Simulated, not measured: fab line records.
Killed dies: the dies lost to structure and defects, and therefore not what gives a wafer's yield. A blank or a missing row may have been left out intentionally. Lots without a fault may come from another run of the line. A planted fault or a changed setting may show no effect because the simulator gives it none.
3 desks looking at one fault / flow n5-finfet / only its own numbers are on each desk; what lay behind them is given at the end

THE TOOL OWNER'S DESK: cmp-02
The tool's own readings at N5_DUMMY_GATE_CMP_04 (polishes a-Si): means of the sampled wafers that have a number, for each lot that ran on this tool. If a lot's mean is further than 4 standard deviations from the usual mean, the lot is out of limits and carries the mark OUT (the distance appears in the brackets).
Columns: A = motor-current-A at N5_DUMMY_GATE_CMP_04, usual 10.2 A; B = slurry-filter-dp-kPa at N5_DUMMY_GATE_CMP_04, usual 13.50 kPa; C = time-to-endpoint-s at N5_DUMMY_GATE_CMP_04, usual 13.2 s
lot=L512; first seen here=day 2 23:46; A=10.4; B=13.48; C=13.8
lot=L513; first seen here=day 3 06:13; A=10.3; B=13.49; C=13.9
lot=L518; first seen here=day 4 10:04; A=11.2; B=13.63; C=12.1
lot=L522; first seen here=day 5 15:07; A=10.6; B=13.58; C=13.2
lot=L523; first seen here=day 5 20:23; A=11.5; B=13.41; C=13.0
This desk's verdict: no lot among the 5 shows anything out of limits.

FROM THE METROLOGY DESK
What the gauges read, lot by lot, whatever tool the lot ran on: means of the sampled wafers that have a number. If a lot's mean is further than 4 standard deviations from the usual mean, the lot is out of limits and carries the mark OUT (the distance appears in the brackets).
Columns: A = thk-nm at N5_DUMMY_GATE_THK_MEAS_05, usual 72.1 nm; B = SDB_THK at N5_SDB_THK_MEAS_31, usual 64.3 nm
lot=L512; first seen here=day 2 23:56; A=72.1; B=64.3
lot=L513; first seen here=day 3 06:28; A=72.5; B=64.8
lot=L514; first seen here=day 3 13:03; A=72.8; B=65.0
lot=L518; first seen here=day 4 10:19; A=72.0; B=64.1
lot=L519; first seen here=day 4 19:33; A=72.5; B=64.8
lot=L522; first seen here=day 5 15:17; A=80.1 (+6.7) OUT; B=72.4 (+6.7) OUT
lot=L523; first seen here=day 5 20:38; A=80.9 (+7.4) OUT; B=73.1 (+7.4) OUT
lot=L529; first seen here=day 7 06:10; A=72.1; B=64.3
lot=L531; first seen here=day 7 18:26; A=73.1; B=65.3
lot=L532; first seen here=day 7 22:49; A=71.0; B=63.3
This desk's finding: out of limits on L522, L523; first on L522, day 5 15:17 (thk-nm at N5_DUMMY_GATE_THK_MEAS_05). L512, L513, L514, L518, L519, L529, L531, L532: within limits.

THE DEFECT DESK
Counts from the inspections along the route, per lot, as means over the sampled wafers that have a number. If a lot's mean is further than 4 standard deviations from the usual mean, the lot is out of limits and carries the mark OUT (the distance appears in the brackets).
Columns: A = raw-defect-count at N5_DUMMY_GATE_INSPECT_17, usual 191
lot=L512; first seen here=day 3 04:19; A=206
lot=L513; first seen here=day 3 10:59; A=216
lot=L514; first seen here=day 3 17:28; A=170
lot=L518; first seen here=day 4 14:43; A=147
lot=L519; first seen here=day 4 23:56; A=178
lot=L522; first seen here=day 5 19:48; A=156
lot=L523; first seen here=day 6 01:09; A=199
lot=L529; first seen here=day 7 10:33; A=175
lot=L531; first seen here=day 7 23:00; A=211
lot=L532; first seen here=day 8 03:20; A=258
This desk's verdict: no lot among the 10 shows anything out of limits.

BROUGHT TOGETHER
At day 5 15:17 the metrology desk could have sounded an alarm, on L522, L523.
Nothing out of limits was seen by the tool owner's desk.
Nothing out of limits was seen by the defect desk.
On record at the tool owner's desk: L522, L523, within its limits.
The defect desk has L522, L523 on record, within its limits.
The lots listed all ran N5_DUMMY_GATE_CMP_04 on cmp-02.

WHAT THE SIMULATOR HAD INSERTED
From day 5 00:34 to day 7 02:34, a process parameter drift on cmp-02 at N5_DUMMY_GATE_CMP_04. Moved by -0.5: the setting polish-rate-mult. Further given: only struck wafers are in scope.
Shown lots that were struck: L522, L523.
Per desk, hours elapsed from the start of the fault to the first reading out of limits: for the metrology desk, 15.
